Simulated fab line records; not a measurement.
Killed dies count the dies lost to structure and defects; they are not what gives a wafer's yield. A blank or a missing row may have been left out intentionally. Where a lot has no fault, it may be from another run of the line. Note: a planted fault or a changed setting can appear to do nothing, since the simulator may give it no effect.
Matching of chambers -- flow n5-finfet -- N5_HKMG_FIN_ALD_91 on ald-metal-02 has 4 sister chambers
The step deposits TiN, target thk 1 nm, pulse time 1 s, purge time 3 s. 8 wafers are shown with their chamber, then 12 later ones without.

== WAFERS PAIRED WITH THEIR CHAMBERS ==
wafer,chamber,heater-power-w (W),precursor-pulse-height-rel
L091.5,3,867,1.002
L091.6,2,812,0.998
L094.1,0,775,1.026
L094.2,1,866,1.014
L094.3,2,840,1.006
L094.4,3,895,0.992
L094.5,1,884,0.970
L094.6,0,768,0.983

== WAFERS WITH NO CHAMBER GIVEN ==
wafer,heater-power-w (W),precursor-pulse-height-rel
L095.1,767,1.038
L095.2,812,1.012
L095.3,879,0.984
L095.4,899,0.998
L095.5,892,0.992
L095.6,819,1.025
L096.1,787,0.983
L096.2,820,1.008
L096.3,919,0.963
L096.4,875,0.993
L096.5,886,0.996
L096.6,841,1.007

== WHICH CHAMBER EACH ONE RAN IN ==
wafer,from the rows above,in truth
L095.1,0,0
L095.2,can't be placed: 2 or 0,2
L095.3,can't be placed: 1 or 3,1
L095.4,can't be placed: 3 or 1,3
L095.5,can't be placed: 3 or 1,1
L095.6,2,2
L096.1,can't be placed: 0 or 2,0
L096.2,2,2
L096.3,can't be placed: 3 or 1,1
L096.4,can't be placed: 1 or 3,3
L096.5,can't be placed: 3 or 1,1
L096.6,can't be placed: 2 or 1 or 3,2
Placed correctly: 3 of 12. Not placeable from these rows: 9 (in 9, the candidates include the true chamber). Placed wrongly: 0.
How it was worked out, from the rows above alone: a wafer's distance from a chamber is the root of the sum, over the readings, of the square of ((its reading less the chamber's mean) divided by the reading's scatter). If the next closest chamber is less than 2 further off than the closest, the wafer can't be placed; otherwise it belongs to the closest. For every chamber, the mean is computed from those of its wafers that are shown. How the scatter is found: for the shown wafers, subtract from each reading the mean of its chamber, square and add these, divide the total by (wafers less chambers), then take the root.
